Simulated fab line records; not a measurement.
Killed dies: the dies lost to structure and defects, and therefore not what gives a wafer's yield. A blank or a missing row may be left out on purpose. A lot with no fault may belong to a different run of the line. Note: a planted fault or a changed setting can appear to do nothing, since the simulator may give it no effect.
fab line records	flow n5_finfet
[record] lots = 7	wafers = 39
route steps=1938 shown BEOL_M4@1021 BEOL_M6@1212 BEOL_M9@1401
start_h: hours from the record's opening day to when the first of the lot's shown wafers began	wait_h: hours elapsed since this lot's preceding step	" same as the row above	L1.1+2: several wafers, shown together as one row	- no value, or no start given	* or withheld: withheld	< > ~ a bound
route shown NAME@n: a module of which the file shows steps, and the number in the route of the first	usual: mean/standard deviation taken from wafers without a fault	same: alike in all rows	chamber/n: place in a boat	sites: the reading at each site	_std_site: standard deviation of those values	_edge_site: inner sites' mean taken away from outer sites' mean	radius_mm: how far each site lies from the wafer's centre	mask NAME#n: copy n	behind: the tool/chamber that last shaped the wafer	hold: why the lot was held/for how many hours/how that ended	device: whichever transistor did not switch (one of n, p or np)	end of line: tests run on the same wafers once the route is complete	a step without rows: its recipe alone	killed: not the wafer's yield, but the dies lost to structure and defects at the first sort	map: per-die view of a wafer (x killed, . not killed, _ where there is no die)
set.NAME: the run value of the setting; set.NAME@STEP: its run value at that earlier step	model.NAME: the simulator's own value behind a step, which no gauge read
lots where settings were altered on purpose, with a table for each step and a row for each wafer
[[steps]]
[step N5_BEOL_M4_ILD_DEP_00]
[recipe] material = SiOC	target_thk_a = 790	temp_c = 350	precursor = DEMS/O2	pressure_torr = 5	rf_w = 500	time_s = 15.3
lot.wafer	tool	chamber	start_h	wait_h	set.time_s	model.SiOC_of_BEOL_M4_ILD_DEP_00.thk_nm
L074.1	pecvd-04	0	152.90	0.0	17.82	91
L074.2	"	2	"	"	15.3	77.8
L074.3	"	1	"	"	15.3	79
L074.4	"	2	"	"	17.82	91.4
L074.5	"	1	"	"	15.3	80.8
L074.6	"	0	"	"	17.82	92.4
L075.1	pecvd-02	2	161.09	0.0	15.3	77.6
L075.2	"	0	"	"	15.3	76.2
L075.3	"	1	"	"	15.3	77.2
L075.4	"	1	"	"	15.3	78
L075.5	"	0	"	"	15.3	78.4
L075.6	"	2	"	"	15.3	78.2
L078.1	pecvd-01	0	176.42	0.0	15.3	79.4
L078.2	"	1	"	"	11.3	57.8
L078.3	"	2	"	"	15.3	78.6
L078.4	"	2	"	"	15.3	80.6
L078.5	"	0	"	"	11.3	59.6
L078.6	"	1	"	"	11.3	58.4
L082.1	pecvd-01	0	198.62	0.0	15.3	77.4
L082.2	"	2	"	"	12.78	64.6
L082.3	"	1	"	"	12.78	65
L082.4	"	2	"	"	15.3	79
L082.5	"	1	"	"	15.3	77.8
L082.6	"	0	"	"	12.78	66.6
L084.2	pecvd-01	1	212.66	0.0	15.3	78
L084.3+5	"	0,1	"	"	15.3	79.2
L087.1	pecvd-02	2	230.44	0.0	15.3	77.8
L087.2	"	1	"	"	15.3	78.6
L087.3	"	0	"	"	21.52	109.4
L087.4	"	0	"	"	15.3	79
L087.5	"	2	"	"	21.52	110
L087.6	"	1	"	"	21.52	110.6
L089.1	pecvd-01	2	234.89	0.0	22.1	112.6
L089.2	"	1	"	"	15.3	77.8
L089.3	"	0	"	"	22.1	112
L089.4	"	2	"	"	15.3	79.4
L089.5	"	1	"	"	15.3	78.8
L089.6	"	0	"	"	22.1	112.4
[step N5_BEOL_M4_THK_MEAS_01]
[recipe] reads = SiOC_of_BEOL_M4_ILD_DEP_00
[usual] M4_ILD_THK = 78.9/0.97
lot.wafer	tool	chamber	start_h	wait_h	set.time_s@BEOL_M4_ILD_DEP_00	M4_ILD_THK[nm]
L074.1	film_metro-01	-	152.97	0.0	17.82	91.0
L074.2	"	-	"	"	15.3	77.8
L074.3	"	-	"	"	15.3	78.9
L074.4	"	-	"	"	17.82	91.4
L074.5	"	-	"	"	15.3	80.7
L074.6	"	-	"	"	17.82	92.4
L075.1	film_metro-02	-	161.16	0.0	15.3	77.6
L075.2	"	-	"	"	15.3	76.3
L075.3	"	-	"	"	15.3	77.2
L075.4	"	-	"	"	15.3	78.0
L075.5	"	-	"	"	15.3	78.3
L075.6	"	-	"	"	15.3	78.2
L078.1	film_metro-02	-	176.48	0.0	15.3	79.4
L078.2	"	-	"	"	11.3	57.7
L078.3	"	-	"	"	15.3	78.6
L078.4	"	-	"	"	15.3	80.6
L078.5	"	-	"	"	11.3	59.6
L078.6	"	-	"	"	11.3	58.4
L082.1	film_metro-02	-	198.69	0.0	15.3	77.3
L082.2	"	-	"	"	12.78	64.5
L082.3	"	-	"	"	12.78	65.1
L082.4	"	-	"	"	15.3	79.0
L082.5	"	-	"	"	15.3	77.8
L082.6	"	-	"	"	12.78	66.7
L084.2	film_metro-02	-	212.72	0.1	15.3	77.9
L084.3	"	-	"	"	15.3	79.2
L084.5	"	-	"	"	15.3	79.2
L087.1	film_metro-02	-	230.51	0.0	15.3	77.9
L087.2	"	-	"	"	15.3	78.5
L087.3	"	-	"	"	21.52	109.5
L087.4	"	-	"	"	15.3	78.9
L087.5	"	-	"	"	21.52	110.0
L087.6	"	-	"	"	21.52	110.7
L089.1	film_metro-02	-	234.97	0.1	22.1	112.6
L089.2	"	-	"	"	15.3	77.8
L089.3	"	-	"	"	22.1	111.9
L089.4	"	-	"	"	15.3	79.4
L089.5	"	-	"	"	15.3	78.8
L089.6	"	-	"	"	22.1	112.4
[step N5_BEOL_M6_ETCH_62]
[recipe] chemistry = N2/H2	target = SOC	target_depth_a = 1100	overetch_a = 220	mask_material = SiARC	temp_c = 40	time_s = 165	ion_energy_ev = 200	pressure_mtorr = 30	source_w = 840	bias_w = 150	n2_flow_sccm = 200	h2_flow_sccm = 200
lot.wafer	tool	chamber	start_h	wait_h	set.time_s	model.SiARC_of_BEOL_M6_COAT_60.thk_nm	model.BEOL_M6.cd_offset_nm
L074.1	rie_diel-01	2	179.69	0.0	165	28.2	-0.6
L074.2	"	3	"	"	223.4	25.4	1
L074.3	"	0	"	"	223.4	26.4	0.6
L074.4	"	1	"	"	223.4	25.8	0.6
L074.5	"	1	"	"	165	28.2	0
L074.6	"	0	"	"	165	28.6	0
L075.1	rie_diel-01	0	186.56	0.0	205.8	27.2	0.8
L075.2	"	1	"	"	165	28	0.2
L075.3	"	2	"	"	165	28.2	0.8
L075.4	"	3	"	"	205.8	26	1.6
L075.5	"	1	"	"	165	28.2	0.4
L075.6	"	0	"	"	205.8	27	1.6
L078.1	rie_diel-04	3	200.75	0.0	165	28.6	-0.4
L078.2	"	2	"	"	165	28.6	0.6
L078.3	"	1	"	"	194.6	27.4	0.2
L078.4	"	0	"	"	165	28.2	1.4
L078.5	"	1	"	"	194.6	27.4	1.2
L078.6	"	2	"	"	194.6	27.4	1
L082.1+5	rie_diel-02	0,1	223.66	0.0	165	28.4	0.8
L082.2	"	1	"	"	165	28.4	1.2
L082.3	"	3	"	"	165	28.4	0.6
L082.4	"	2	"	"	165	28.6	0.6
L082.6	"	0	"	"	165	28.2	1.6
L084.2	rie_diel-02	1	239.11	0.0	165	28.4	0.2
L084.3+5	"	0	"	"	165	28.2	0.4
L087.1	rie_diel-04	2	260.26	0.0	165	28.2	0.2
L087.2	"	3	"	"	236.9	25.2	1.8
L087.3	"	1	"	"	165	28.6	0.4
L087.4	"	0	"	"	236.9	25.4	2.4
L087.5	"	3	"	"	236.9	25.4	2.2
L087.6	"	0	"	"	165	28.2	0.4
L089.1	rie_diel-01	1	263.82	0.0	165	28.2	0.6
L089.2	"	0	"	"	165	28.8	0
L089.3	"	2	"	"	262.9	24	2.2
L089.4	"	3	"	"	262.9	23.8	2.6
L089.5	"	3	"	"	165	28	0.6
L089.6	"	0	"	"	262.9	25.2	3
[step N5_BEOL_M6_STRIP_68]
[recipe] chemistry = N2/H2	temp_c = 40	n2_flow_sccm = 200	h2_flow_sccm = 200	rf_frequency_hz = 6e+07
[step N5_BEOL_M6_STRIP_67]
[recipe] chemistry = CF4	resist = SiARC	power_w = 300	bias_power_w = 75	pressure_mtorr = 50	cf4_flow_sccm = 150	rf_frequency_hz = 6e+07
[step N5_BEOL_M6_HM_OPEN_17]
[recipe] chemistry = Cl2/BCl3	target_depth_a = 200	overetch_a = 60	target = TiN	mask_material = SOC	ion_energy_ev = 150	pressure_mtorr = 10	icp_w = 1000	bias_w = 126	Cl2_flow_sccm = 53.25	bcl3_flow_sccm = 21.75	Ar_flow_sccm = 25
lot.wafer	tool	chamber	start_h	wait_h	set.time_s@BEOL_M6_ETCH_62	model.etch.depth_nm
L074.1	rie_metal-02	1	179.88	0.0	165	19.71
L074.2	"	0	"	"	223.4	14.1
L074.3	"	1	"	"	223.4	14.59
L074.4	"	0	"	"	223.4	14.08
L074.5	"	0	"	"	165	19.94
L074.6	"	1	"	"	165	19.67
L075.1	rie_metal-03	1	186.75	0.0	205.8	16.44
L075.2	"	0	"	"	165	20
L075.3	"	0	"	"	165	20.33
L075.4	"	1	"	"	205.8	15.94
L075.5	"	1	"	"	165	20.27
L075.6	"	0	"	"	205.8	16.34
L078.1	rie_metal-03	1	200.94	0.0	165	19.96
L078.2	"	0	"	"	165	20.13
L078.3	"	0	"	"	194.6	17.05
L078.4	"	1	"	"	165	20.3
L078.5	"	0	"	"	194.6	17.07
L078.6	"	1	"	"	194.6	17.33
L082.1	rie_metal-03	1	223.85	0.0	165	20.15
L082.2	"	0	"	"	165	20.11
L082.3	"	0	"	"	165	19.88
L082.4	"	1	"	"	165	20.01
L082.5	"	0	"	"	165	20.17
L082.6	"	1	"	"	165	19.93
L084.2	rie_metal-02	1	239.29	0.0	165	19.99
L084.3	"	1	"	"	165	20
L084.5	"	0	"	"	165	20.08
L087.1	rie_metal-03	1	260.45	0.0	165	20.09
L087.2	"	0	"	"	236.9	13.22
L087.3	"	1	"	"	165	20.18
L087.4	"	0	"	"	236.9	13.2
L087.5	"	1	"	"	236.9	13.23
L087.6	"	0	"	"	165	20.39
L089.1	rie_metal-03	1	264.01	0.0	165	20.43
L089.2	"	0	"	"	165	20.1
L089.3	"	0	"	"	262.9	10.75
L089.4	"	1	"	"	262.9	10.44
L089.5	"	0	"	"	165	20.12
L089.6	"	1	"	"	262.9	11.46
[step N5_BEOL_M6_STRIP_19]
[recipe] chemistry = O2	power_w = 400	temp_c = 40	pressure_mtorr = 30	rf_frequency_hz = 6e+07	bias_power_w = 0	overash_fraction = 0.2	o2_flow_sccm = 225
[step N5_BEOL_M6_CD_MEAS_18]
[recipe] pitch_nm = 80	target_cd_nm = 40
[usual] cd_nm = 40.4/0.6
lot.wafer	tool	chamber	start_h	wait_h	set.time_s@BEOL_M6_ETCH_62	cd_nm
L074.1	cd_sem-03	-	180.06	0.0	165	39.0
L074.2	"	-	"	"	223.4	40.8
L074.3	"	-	"	"	223.4	40.5
L074.4	"	-	"	"	223.4	41.0
L074.5	"	-	"	"	165	40.0
L074.6	"	-	"	"	165	39.3
L075.1	cd_sem-02	-	186.93	0.0	205.8	40.9
L075.2	"	-	"	"	165	40.0
L075.3	"	-	"	"	165	41.0
L075.4	"	-	"	"	205.8	41.7
L075.5	"	-	"	"	165	40.2
L075.6	"	-	"	"	205.8	41.8
L078.1	cd_sem-02	-	201.15	0.1	165	39.7
L078.2	"	-	"	"	165	40.7
L078.3	"	-	"	"	194.6	40.3
L078.4	"	-	"	"	165	41.4
L078.5	"	-	"	"	194.6	41.0
L078.6	"	-	"	"	194.6	41.2
L082.1	cd_sem-01	-	224.03	0.0	165	41.0
L082.2	"	-	"	"	165	41.2
L082.3	"	-	"	"	165	40.6
L082.4	"	-	"	"	165	41.0
L082.5	"	-	"	"	165	40.7
L082.6	"	-	"	"	165	41.6
L084.2	cd_sem-03	-	239.48	0.1	165	39.8
L084.3	"	-	"	"	165	40.0
L084.5	"	-	"	"	165	40.5
L087.1	cd_sem-02	-	260.63	0.0	165	40.3
L087.2	"	-	"	"	236.9	42.3
L087.3	"	-	"	"	165	40.7
L087.4	"	-	"	"	236.9	42.9
L087.5	"	-	"	"	236.9	42.5
L087.6	"	-	"	"	165	40.2
L089.1	cd_sem-01	-	264.19	0.0	165	40.8
L089.2	"	-	"	"	165	40.0
L089.3	"	-	"	"	262.9	43.0
L089.4	"	-	"	"	262.9	43.2
L089.5	"	-	"	"	165	40.8
L089.6	"	-	"	"	262.9	43.4
[step N5_BEOL_M9_ILD_DEP_00]
[recipe] material = SiCOH_lowk	target_thk_a = 3085.1	temp_c = 300	precursor = DEMS/porogen	pressure_torr = 5	rf_w = 500	time_s = 58
lot.wafer	tool	chamber	start_h	wait_h	set.target_thk_a	model.SiCOH_lowk_of_BEOL_M9_ILD_DEP_00.thk_nm
L074.1	pecvd-02	0	202.34	0.0	1606	159.6
L074.2	"	2	"	"	3085.1	307
L074.3	"	2	"	"	3085.1	311.2
L074.4	"	0	"	"	1606	159.2
L074.5	"	2	"	"	1606	158.6
L074.6	"	0	"	"	3085.1	308.2
L075.1	pecvd-02	0	207.59	0.0	3648	353.6
L075.2	"	2	"	"	3648	357
L075.3	"	0	"	"	3085.1	306.6
L075.4	"	2	"	"	3648	362.2
L075.5	"	2	"	"	3085.1	301.4
L075.6	"	0	"	"	3085.1	305
L078.1	pecvd-02	2	224.17	0.0	3085.1	303.2
L078.2	"	1	"	"	3085.1	304.8
L078.3	"	0	"	"	3085.1	304.2
L078.4	"	0	"	"	3085.1	303.6
L078.5	"	2	"	"	3085.1	304.4
L078.6	"	1	"	"	3085.1	305.6
L082.1	pecvd-01	0	245.33	0.0	3085.1	305.2
L082.2	"	2	"	"	4123	404
L082.3	"	1	"	"	3085.1	299.4
L082.4	"	0	"	"	4123	413.4
L082.5	"	1	"	"	3085.1	304.2
L082.6	"	2	"	"	4123	415.8
L084.2	pecvd-03	0	262.31	0.0	3085.1	305.2
L084.3	"	1	"	"	3085.1	301.6
L084.5	"	1	"	"	3085.1	308
L087.1	pecvd-01	2	278.49	0.0	2279	227.2
L087.2	"	0	"	"	3085.1	305.2
L087.3	"	1	"	"	3085.1	299
L087.4	"	0	"	"	2279	227.4
L087.5	"	2	"	"	3085.1	310.6
L087.6	"	1	"	"	2279	223.4
L089.1	pecvd-03	2	285.27	0.0	3085.1	312
L089.2	"	0	"	"	2119	213
L089.3	"	1	"	"	2119	213.8
L089.4	"	2	"	"	3085.1	312.8
L089.5	"	0	"	"	3085.1	316.6
L089.6	"	1	"	"	2119	210.4
[step N5_BEOL_M9_CURE_71]
[recipe] temp_c = 385	time_s = 240	ambient = He/Ar	material = SiCOH_lowk
lot.wafer	tool	chamber	start_h	wait_h	set.target_thk_a@BEOL_M9_ILD_DEP_00	model.SiCOH_lowk_of_BEOL_M9_ILD_DEP_00.thk_nm
L074.1	uv_cure-01	2	202.45	0.1	1606	137.4
L074.2	"	2	"	"	3085.1	266.6
L074.3	"	2	"	"	3085.1	270.2
L074.4	"	2	"	"	1606	137.2
L074.5	"	2	"	"	1606	136.6
L074.6	"	2	"	"	3085.1	267.8
L075.1	uv_cure-01	0	208.05	0.4	3648	308
L075.2	"	0	"	"	3648	311
L075.3	"	0	"	"	3085.1	266.2
L075.4	"	0	"	"	3648	315.6
L075.5	"	0	"	"	3085.1	261.6
L075.6	"	0	"	"	3085.1	265
L078.1	uv_cure-01	1	224.25	0.0	3085.1	263.4
L078.2	"	1	"	"	3085.1	264.8
L078.3	"	1	"	"	3085.1	264.2
L078.4	"	1	"	"	3085.1	263.8
L078.5	"	1	"	"	3085.1	264.4
L078.6	"	1	"	"	3085.1	265.4
L082.1	uv_cure-03	0	247.19	1.8	3085.1	265
L082.2	"	0	"	"	4123	352.8
L082.3	"	0	"	"	3085.1	260
L082.4	"	0	"	"	4123	361.2
L082.5	"	0	"	"	3085.1	264.2
L082.6	"	0	"	"	4123	363.4
L084.2	uv_cure-02	0	262.47	0.1	3085.1	265
L084.3	"	0	"	"	3085.1	262
L084.5	"	0	"	"	3085.1	267.6
L087.1	uv_cure-02	2	278.57	0.0	2279	196.6
L087.2	"	2	"	"	3085.1	265
L087.3	"	2	"	"	3085.1	259.6
L087.4	"	2	"	"	2279	196.8
L087.5	"	2	"	"	3085.1	269.8
L087.6	"	2	"	"	2279	193
L089.1	uv_cure-03	1	285.35	0.0	3085.1	271
L089.2	"	1	"	"	2119	184.2
L089.3	"	1	"	"	2119	184.8
L089.4	"	1	"	"	3085.1	271.8
L089.5	"	1	"	"	3085.1	275.2
L089.6	"	1	"	"	2119	181.6
[step N5_BEOL_M9_THK_MEAS_01]
[recipe] reads = SiCOH_lowk_of_BEOL_M9_ILD_DEP_00
[usual] M9_ILD_THK = 266/3.3
lot.wafer	tool	chamber	start_h	wait_h	set.target_thk_a@BEOL_M9_ILD_DEP_00	M9_ILD_THK[nm]
L074.1	film_metro-02	-	202.96	0.4	1606	137
L074.2	"	-	"	"	3085.1	267
L074.3	"	-	"	"	3085.1	270
L074.4	"	-	"	"	1606	137
L074.5	"	-	"	"	1606	137
L074.6	"	-	"	"	3085.1	268
L075.1	film_metro-01	-	208.56	0.4	3648	308
L075.2	"	-	"	"	3648	311
L075.3	"	-	"	"	3085.1	266
L075.4	"	-	"	"	3648	316
L075.5	"	-	"	"	3085.1	261
L075.6	"	-	"	"	3085.1	265
L078.1	film_metro-02	-	224.76	0.4	3085.1	264
L078.2	"	-	"	"	3085.1	265
L078.3	"	-	"	"	3085.1	264
L078.4	"	-	"	"	3085.1	264
L078.5	"	-	"	"	3085.1	264
L078.6	"	-	"	"	3085.1	265
L082.1	film_metro-02	-	247.70	0.4	3085.1	265
L082.2	"	-	"	"	4123	353
L082.3	"	-	"	"	3085.1	260
L082.4	"	-	"	"	4123	361
L082.5	"	-	"	"	3085.1	264
L082.6	"	-	"	"	4123	363
L084.2	film_metro-02	-	262.90	0.4	3085.1	265
L084.3	"	-	"	"	3085.1	262
L084.5	"	-	"	"	3085.1	267
L087.1	film_metro-01	-	279.08	0.4	2279	196
L087.2	"	-	"	"	3085.1	265
L087.3	"	-	"	"	3085.1	259
L087.4	"	-	"	"	2279	197
L087.5	"	-	"	"	3085.1	270
L087.6	"	-	"	"	2279	193
L089.1	film_metro-01	-	285.86	0.4	3085.1	271
L089.2	"	-	"	"	2119	184
L089.3	"	-	"	"	2119	185
L089.4	"	-	"	"	3085.1	272
L089.5	"	-	"	"	3085.1	275
L089.6	"	-	"	"	2119	182
[step N5_BEOL_M9_VIA_ETCH_34]
[recipe] chemistry = C4F6/O2	target = SiCOH_lowk	target_depth_a = 1824	mask_material = SOC	taper_deg = 4	time_s = 68.4	ion_energy_ev = 250	pressure_mtorr = 30	source_w = 345	bias_w = 185	Ar_flow_sccm = 300	C4F6_flow_sccm = 10	O2_flow_sccm = 10
lot.wafer	tool	chamber	start_h	wait_h	set.target_depth_a	model.etch.depth_nm	model.SOC_of_BEOL_M9_COAT_63.thk_nm
L074.1	rie_diel-06	1	207.59	0.0	2495	239.9	48.2
L074.2	"	0	"	"	2495	246.4	47.8
L074.3	"	3	"	"	1824	184.8	50.8
L074.4	"	2	"	"	1824	177.5	51.2
L074.5	"	1	"	"	1824	177.4	51.2
L074.6	"	2	"	"	2495	242.7	48
L075.1	rie_diel-03	3	211.00	0.0	1182	118.2	54.4
L075.2	"	1	"	"	1182	120.3	54
L075.3	"	0	"	"	1824	183.1	51.2
L075.4	"	2	"	"	1824	183.6	51.2
L075.5	"	0	"	"	1824	182.6	51.4
L075.6	"	3	"	"	1182	118.8	54.4
L078.1	rie_diel-06	0	228.81	0.0	1824	181.9	50.8
L078.2	"	2	"	"	1112	108.3	54.4
L078.3	"	1	"	"	1112	107.5	54.4
L078.4	"	3	"	"	1112	112.9	54.2
L078.5	"	2	"	"	1824	178.4	51.2
L078.6	"	1	"	"	1824	177.6	51
L082.1	rie_diel-03	1	252.30	0.0	1824	185.7	50.8
L082.2	"	0	"	"	1824	181.2	51
L082.3	"	3	"	"	1824	183.2	51.2
L082.4	"	3	"	"	1824	184.2	51
L082.5	"	0	"	"	1824	182.4	51.2
L082.6	"	1	"	"	1824	185	51
L084.2	rie_diel-06	0	266.90	0.0	1824	182.4	50.6
L084.3	"	1	"	"	1824	176.1	51.2
L084.5	"	1	"	"	1824	178.2	51
L087.1	rie_diel-05	2	283.68	0.0	2440	250.6	47.2
L087.2	"	0	"	"	1824	184.7	51
L087.3	"	1	"	"	2440	245.3	47.8
L087.4	"	3	"	"	1824	178.9	51
L087.5	"	0	"	"	2440	248.4	47.6
L087.6	"	3	"	"	1824	179.7	51.2
L089.1	rie_diel-05	0	289.48	0.0	1824	187	51.4
L089.2	"	3	"	"	1127	111.6	55.2
L089.3	"	1	"	"	1127	113	54.8
L089.4	"	2	"	"	1127	117.2	54.6
L089.5	"	1	"	"	1824	183.2	51.4
L089.6	"	0	"	"	1824	188.8	51.4
[[key]]
[split] step = N5_BEOL_M4_ILD_DEP_00	setting = time_s	stated = 15.3	by = wafer
[response] step = N5_BEOL_M4_ILD_DEP_00	reading = model.SiOC_of_BEOL_M4_ILD_DEP_00.thk_nm	change = +0.77	per = 1%	r = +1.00
[response] step = N5_BEOL_M4_THK_MEAS_01	reading = M4_ILD_THK	change = +0.77	per = 1%	r = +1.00
[split] step = N5_BEOL_M6_ETCH_62	setting = time_s	stated = 165	by = wafer
[response] step = N5_BEOL_M6_ETCH_62	reading = model.SiARC_of_BEOL_M6_COAT_60.thk_nm	change = -0.0669	per = 1%	r = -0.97
[response] step = N5_BEOL_M6_ETCH_62	reading = model.BEOL_M6.cd_offset_nm	change = +0.0353	per = 1%	r = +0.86
[response] step = N5_BEOL_M6_HM_OPEN_17	reading = model.etch.depth_nm	change = -0.159	per = 1%	r = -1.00
[response] step = N5_BEOL_M6_CD_MEAS_18	reading = cd_nm	change = +0.0435	per = 1%	r = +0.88
[split] step = N5_BEOL_M9_ILD_DEP_00	setting = target_thk_a	stated = 3085.1	by = wafer
[response] step = N5_BEOL_M9_ILD_DEP_00	reading = model.SiCOH_lowk_of_BEOL_M9_ILD_DEP_00.thk_nm	change = +3.14	per = 1%	r = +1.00
[response] step = N5_BEOL_M9_CURE_71	reading = model.SiCOH_lowk_of_BEOL_M9_ILD_DEP_00.thk_nm	change = +2.76	per = 1%	r = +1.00
[response] step = N5_BEOL_M9_THK_MEAS_01	reading = M9_ILD_THK	change = +2.76	per = 1%	r = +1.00
[split] step = N5_BEOL_M9_VIA_ETCH_34	setting = target_depth_a	stated = 1824	by = wafer
[response] step = N5_BEOL_M9_VIA_ETCH_34	reading = model.etch.depth_nm	change = +1.83	per = 1%	r = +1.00
[response] step = N5_BEOL_M9_VIA_ETCH_34	reading = model.SOC_of_BEOL_M9_COAT_63.thk_nm	change = -0.0894	per = 1%	r = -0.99
